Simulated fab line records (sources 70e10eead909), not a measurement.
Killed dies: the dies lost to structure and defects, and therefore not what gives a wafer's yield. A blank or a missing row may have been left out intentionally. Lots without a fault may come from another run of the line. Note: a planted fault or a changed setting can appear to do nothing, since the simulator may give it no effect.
Problem report in the 8D (eight disciplines) form, filled by code / flow nand_harc / the parts of the form that need people (team, actions taken, sign-off) are left out

== 1. WHAT IS WRONG ==
Mean of raw_defect_count at NHARC_A_CHANNEL_HOLE_D2_INSPECT_40: 1275 across 6 wafers in 2 lots; on wafers with no fault it is 260 (standard deviation 72). Measured from the usual mean, that is +14 standard deviations.
First observed at day 14 15:46: wafer L434.2, on defect_inspect-02. At this step, 33 wafers from 11 lots have a number in the record. Rule for "out", or "out of limits": more than 4 standard deviations from the usual mean. The rest of the wafers with a number are treated as sound.

== 2. WHAT IT IS; WHAT IT IS NOT ==
question=which readings at this step | is=raw_defect_count | is not=-
question=which lots | is=L434, L436 | is not=L439, L446, L448, L449, L450, L452, L453, L454, L455
question=which wafers of those lots | is=all that have a number | is not=-
question=read on which gauges | is=defect_inspect-01, defect_inspect-02 | is not=-
question=when | is=from day 14 15:46 | is not=up to then (0 sound wafers); but 27 sound wafers of L439, L446, L448, L449, L450, L452, L453, L454, L455 came after

== 3. SUSPECTS, AND WHAT RULES EACH OUT ==
Counting: any tool at a process step up to the reading is kept as a suspect provided that every lot that is out went through it and no sound lot did after the first of them.
- ruled out: the gauge at NHARC_A_CHANNEL_HOLE_D2_INSPECT_40. The wafers that are out were read on 2 gauges (defect_inspect-01, defect_inspect-02).
- har_etch-02 at NHARC_A_CHANNEL_HOLE_D2_ETCH_21 (etches the open film in C4F8/O2/Ar, time 514.3 s, target depth 1600 nm): ruled out as a lasting fault. Sound lots L446, L448, L449, L450, L452, L455 ran on it after its first lot that is out, L434 (day 14 10:28).
- har_etch-02 at NHARC_A_CHANNEL_HOLE_D2_ETCH_25 (etches the open film in C4F8/O2/Ar, time 1040.2 s, target depth 1500 nm): ruled out as a lasting fault. Sound lots L446, L448, L449, L450, L452, L455 ran on it after its first lot that is out, L434 (day 14 12:57).
Left after counting: nothing in the record.

== 4. THE CAUSE (what the simulator had put in) ==
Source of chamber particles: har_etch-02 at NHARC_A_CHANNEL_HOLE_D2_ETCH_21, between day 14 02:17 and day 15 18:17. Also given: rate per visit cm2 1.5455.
It was ruled out by counting, in error; the rule expects a fault to strike all lots run on its tool from its start on, and this fault did not.

== 5. THE CHAIN OF EFFECTS, in route order ==
Rows list readings where the struck wafers' mean (over those with a number) sits beyond 3 standard deviations from the usual. Only readings for which the record gives a usual standard deviation are gone through. hours: the time from each lot's start at the first step in this table that gives one to its start at this step, as a median over the lots. sigmas: the change in usual standard deviations.
hours=0; step=NHARC_A_CHANNEL_HOLE_D2_INSPECT_40; reading=raw_defect_count; usual=260; on struck wafers=1275; change=+1015; sigmas=+14
Later measuring or inspecting steps at which every struck wafer that the step has a row for has a number for every such reading, and none has moved that far: NHARC_END_SORT_01.

== 6. WHAT WOULD HAVE CAUGHT IT SOONER ==
In this record the first reading out of limits at a measuring or inspecting step was taken at day 14 15:46, 13 hours after the fault began at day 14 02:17.
No tool reading at NHARC_A_CHANNEL_HOLE_D2_ETCH_21 that has a usual standard deviation in the record was out on any struck wafer, so an alarm limit of 4 standard deviations on those readings would not have fired.
